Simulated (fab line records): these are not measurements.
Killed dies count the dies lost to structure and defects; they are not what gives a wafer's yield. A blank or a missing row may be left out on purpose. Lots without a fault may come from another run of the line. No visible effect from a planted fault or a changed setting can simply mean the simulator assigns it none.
A struck lot beside a sound one	flow n5 finfet	26 out of 1938 route steps
Sound: wafers L217.3, L217.4, L217.6. Struck: wafers L230.1, L230.3 (left out: L230.2, a lot-mate that was not struck); the cause follows at the end.
Order at every step that has rows: each side's tool, ch and its chambers, its first start. Under that, the readings that differ: sound wafers	struck wafers	difference of the means	sigmas: that difference in standard deviations of wafers without a fault.
alike: same words and numbers on both sides, and readings whose means sit less than 2 such deviations apart. not compared: any withheld reading, any reading some wafer has no value for, any bound like >300 that may hide the same value, and any number with overlapping values for which the record gives no deviation.
A row with sigmas, a row that says differs or no value, or rows on one side alone: a step with any of these is where the two part. Numbers that have no deviation but don't overlap get no sigmas and don't part them. Lack of a reading on every wafer of one side parts them only where that side has two or more wafers.

first, 10 steps without rows for these wafers: N5_FIN_SAQP_PRECLEAN_42 (cleans in O3/DIW, time 60 s); N5_FIN_SAQP_PRECLEAN_00 (cleans in SC1, time 60 s); N5_FIN_SAQP_PRECLEAN_44 (cleans in SC2, time 45 s); N5_FIN_SAQP_SRD_01 (time 30 s); N5_FIN_SAQP_ALD_61 (deposits SiO2, target thk 4 nm, pulse time 1 s, purge time 2 s); N5_FIN_SAQP_DENSIFY_62 (time 60 s); N5_FIN_SAQP_HM_DEP_03 (deposits SiNx from SiH4/NH3/N2, target thk 38 nm, time 33.6 s); N5_FIN_SAQP_PECVD_47 (deposits a-Si from SiH4/He, target thk 45 nm, time 36.3 s); N5_FIN_SAQP_PECVD_48 (deposits SiNx from SiH4/NH3/N2, target thk 25 nm, time 22.1 s); N5_FIN_SAQP_PECVD_06 (deposits a-Si from SiH4/He, target thk 60 nm, time 48.1 s).
N5_FIN_SAQP_HM_DEP_72: deposits SiO2 from SiH4/N2O, target thk 12 nm, time 7.2 s.
  sound on pecvd-02 ch 0,1,2, day 2 17:05; struck on pecvd-02 ch 0,1, day 5 21:31
reading	sound	struck	difference	sigmas
model.SiO2_of_FIN_SAQP_HM_DEP_72.thk nm (nm)	11.8 12.17 11.93	8.197 8.328	-3.704	
  alike: heater power w, showerhead plenum p Torr
then, 12 steps without rows for these wafers: N5_FIN_SAQP_COAT_49 (time 60 s, resist thk 100 nm); N5_FIN_SAQP_COAT_50 (time 60 s, resist thk 35 nm); N5_FIN_SAQP_COAT_10 (resist thk 90 nm); N5_FIN_SAQP_EBR_12; N5_FIN_SAQP_SOFTBAKE_11 (time 60 s); N5_FIN_SAQP_EXPOSE_13 (exposes mask FIN CORE, target cd 35.6 nm); N5_FIN_SAQP_PEB_14 (peb time 60 s); N5_FIN_SAQP_DEVELOP_15 (develop time 30 s); N5_FIN_SAQP_DESCUM_21 (chemistry O2, time 7.9 s); N5_FIN_SAQP_ETCH_51 (etches SiARC in CF4, target depth 45.5 nm, time 75.8 s); N5_FIN_SAQP_ETCH_52 (etches SOC in N2/H2, target depth 100 nm, overetch 20 nm, time 150 s); N5_FIN_SAQP_STRIP_53 (strips in N2/H2).
N5_FIN_SAQP_HM_OPEN_73: chemistry CHF3/O2, target SiO2, stops on a-Si, target depth 12 nm, time 16.8 s.
  sound on rie diel-04 ch 1,2, day 2 17:49; struck on rie diel-04 ch 0,2, day 5 22:08
reading	sound	struck	difference	sigmas
oes product au (a.u.)	0.58 0.53 0.53	0.45 0.36	-0.14	-3
model.etch.depth nm (nm)	11.8 12.17 11.93	8.197 8.328	-3.704	
  alike: chamber pressure mTorr, drypump motor current A, rf vpp V, showerhead plenum p Torr, throttle valve pct
  not compared: rf hours counter h
then, 1 step without rows for these wafers: N5_FIN_SAQP_STRIP_74 (strips in CHF3/O2).
-- a jump in the record: the struck wafers' starts before and after are 8 days apart (it breaks off in module FIN_SAQP and resumes in module BEOL_M4, where the first step shown is number 1111 of the route) --
N5_BEOL_M4_RC_MEAS_101:
  sound on prober-01 ch 0, day 9 16:58; struck on prober-02 ch 0, day 13 10:18
  alike: DIBL_N, DIBL_P, IOFF_N, IOFF_P, ION_N, ION_P, SS_N, SS_P, VT_N, VT_P

== WHERE THEY PART ==
Within this record, at N5_FIN_SAQP_HM_OPEN_73 only. Later steps at which nothing parts them and some readings are alike: N5_BEOL_M4_RC_MEAS_101.

WHY: what had been put in by the simulator
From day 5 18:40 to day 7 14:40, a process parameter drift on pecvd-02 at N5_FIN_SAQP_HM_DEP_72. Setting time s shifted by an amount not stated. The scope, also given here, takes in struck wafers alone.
